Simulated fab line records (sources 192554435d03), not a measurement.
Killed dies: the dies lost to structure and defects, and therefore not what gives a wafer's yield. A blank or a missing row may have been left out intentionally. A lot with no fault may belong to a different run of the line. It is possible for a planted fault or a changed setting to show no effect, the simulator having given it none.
The tool behind it: which one? / flow n5 finfet / 10 lots with 29 wafers sampled at 5 steps, on a route of 1938 steps

## WHAT EACH GAUGE READ, for each wafer
N5_BEOL_M4_RC_MEAS_101.
lot=L277; measured=day 7 18:14; on=prober-02; DIBL_N (mV/V)=35.4 36.9 38.8
lot=L279; measured=day 8 18:42; on=prober-01; DIBL_N (mV/V)=36.8 35.3 34.1
lot=L281; measured=day 9 16:43; on=prober-02; DIBL_N (mV/V)=37.3 38.8 37.0
lot=L284; measured=day 10 04:25; on=prober-02; DIBL_N (mV/V)=37.0 38.3 37.5
lot=L286; measured=day 9 21:20; on=prober-02; DIBL_N (mV/V)=34.8 34.7 35.2
lot=L294; measured=day 12 13:26; on=prober-01; DIBL_N (mV/V)=33.5 34.4 33.5
lot=L295; measured=day 12 16:59; on=prober-01; DIBL_N (mV/V)=35.1 32.9 35.9
lot=L297; measured=day 13 10:53; on=prober-01; DIBL_N (mV/V)=34.1 38.7
lot=L298; measured=day 13 18:34; on=prober-01; DIBL_N (mV/V)=37.7 36.0 35.0
lot=L299; measured=day 14 02:12; on=prober-02; DIBL_N (mV/V)=38.5 35.4 36.8

## WHAT TOOL EACH LOT RAN ON (gives the tool, then ch and the chambers of the sampled wafers, and finally the start)
lot=L277; N5_BEOL_M0_SAQP_CUT_ETCH_46=rie diel-01 ch 2,3, day 5 19:18; N5_BEOL_M0_STRIP_104=rie diel-03 ch 0,2, day 5 21:09; N5_BEOL_M0_PRE_CLEAN_113=pvd sputter-02, day 5 23:08; N5_BEOL_M0_SPUTTER_116=pvd sputter-02, day 5 23:51
lot=L279; N5_BEOL_M0_SAQP_CUT_ETCH_46=rie diel-06 ch 0,3, day 6 15:59; N5_BEOL_M0_STRIP_104=rie diel-04 ch 2,3, day 6 18:23; N5_BEOL_M0_PRE_CLEAN_113=pvd sputter-01, day 6 20:01; N5_BEOL_M0_SPUTTER_116=pvd sputter-03, day 6 21:32
lot=L281; N5_BEOL_M0_SAQP_CUT_ETCH_46=rie diel-06 ch 0,1, day 7 06:56; N5_BEOL_M0_STRIP_104=rie diel-03 ch 0,1,2, day 7 10:41; N5_BEOL_M0_PRE_CLEAN_113=pvd sputter-01, day 7 12:40; N5_BEOL_M0_SPUTTER_116=pvd sputter-02, day 7 13:14
lot=L284; N5_BEOL_M0_SAQP_CUT_ETCH_46=rie diel-01 ch 1,2,3, day 7 11:53; N5_BEOL_M0_STRIP_104=rie diel-04 ch 0,1, day 7 15:51; N5_BEOL_M0_PRE_CLEAN_113=pvd sputter-03, day 7 19:04; N5_BEOL_M0_SPUTTER_116=pvd sputter-01, day 7 19:39
lot=L286; N5_BEOL_M0_SAQP_CUT_ETCH_46=rie diel-01 ch 0,1,3, day 8 00:40; N5_BEOL_M0_STRIP_104=rie diel-04 ch 1,2, day 8 04:17; N5_BEOL_M0_PRE_CLEAN_113=pvd sputter-03, day 8 05:31; N5_BEOL_M0_SPUTTER_116=pvd sputter-02, day 8 06:10
lot=L294; N5_BEOL_M0_SAQP_CUT_ETCH_46=rie diel-05 ch 1,2, day 10 04:00; N5_BEOL_M0_STRIP_104=rie diel-03 ch 2,3, day 10 09:46; N5_BEOL_M0_PRE_CLEAN_113=pvd sputter-01, day 10 11:19; N5_BEOL_M0_SPUTTER_116=pvd sputter-01, day 10 12:00
lot=L295; N5_BEOL_M0_SAQP_CUT_ETCH_46=rie diel-05 ch 0,3, day 10 05:43; N5_BEOL_M0_STRIP_104=rie diel-04 ch 0,1,3, day 10 09:38; N5_BEOL_M0_PRE_CLEAN_113=pvd sputter-01, day 10 11:01; N5_BEOL_M0_SPUTTER_116=pvd sputter-01, day 10 11:34
lot=L297; N5_BEOL_M0_SAQP_CUT_ETCH_46=rie diel-05 ch 0,1, day 10 20:22; N5_BEOL_M0_STRIP_104=rie diel-04 ch 1,3, day 11 01:39; N5_BEOL_M0_PRE_CLEAN_113=pvd sputter-03, day 11 02:59; N5_BEOL_M0_SPUTTER_116=pvd sputter-02, day 11 03:45
lot=L298; N5_BEOL_M0_SAQP_CUT_ETCH_46=rie diel-06 ch 2,3, day 11 02:30; N5_BEOL_M0_STRIP_104=rie diel-03 ch 0,1,2, day 11 05:02; N5_BEOL_M0_PRE_CLEAN_113=pvd sputter-01, day 11 06:25; N5_BEOL_M0_SPUTTER_116=pvd sputter-02, day 11 07:21
lot=L299; N5_BEOL_M0_SAQP_CUT_ETCH_46=rie diel-05 ch 1,2,3, day 11 13:13; N5_BEOL_M0_STRIP_104=rie diel-02 ch 1,3, day 11 16:51; N5_BEOL_M0_PRE_CLEAN_113=pvd sputter-03, day 11 17:49; N5_BEOL_M0_SPUTTER_116=pvd sputter-01, day 11 20:01
- N5_BEOL_M0_SAQP_CUT_ETCH_46: etches SOC in N2/H2, target depth 135 nm, overetch 27 nm, time 202.5 s.
- N5_BEOL_M0_STRIP_104: strips in N2/H2.
- N5_BEOL_M0_PRE_CLEAN_113: time 30 s.
- N5_BEOL_M0_SPUTTER_116: material Cu, target thk 4 nm, time 7.37 s.

## THE ANSWER, worked out from the rows above alone
Rule: what is usual is taken from the lots themselves. The widest of any qualifying gaps counts: lots, ordered by their means at a reading, are off when they make up no more than a third of the lots, leave a main group of 4 or more, and stand apart from it by 3 or more times the standard deviation of that group's means. If all means in a main group match to the digits the tables above print for the reading, that group is not used. Also off: a lot with no number at a reading for which 4 or more lots have one. All remaining lots with rows at the step are treated as sound.
No lot is off on any of the readings shown, so nothing can be concluded from this.

## WHAT THE SIMULATOR HAD PUT IN
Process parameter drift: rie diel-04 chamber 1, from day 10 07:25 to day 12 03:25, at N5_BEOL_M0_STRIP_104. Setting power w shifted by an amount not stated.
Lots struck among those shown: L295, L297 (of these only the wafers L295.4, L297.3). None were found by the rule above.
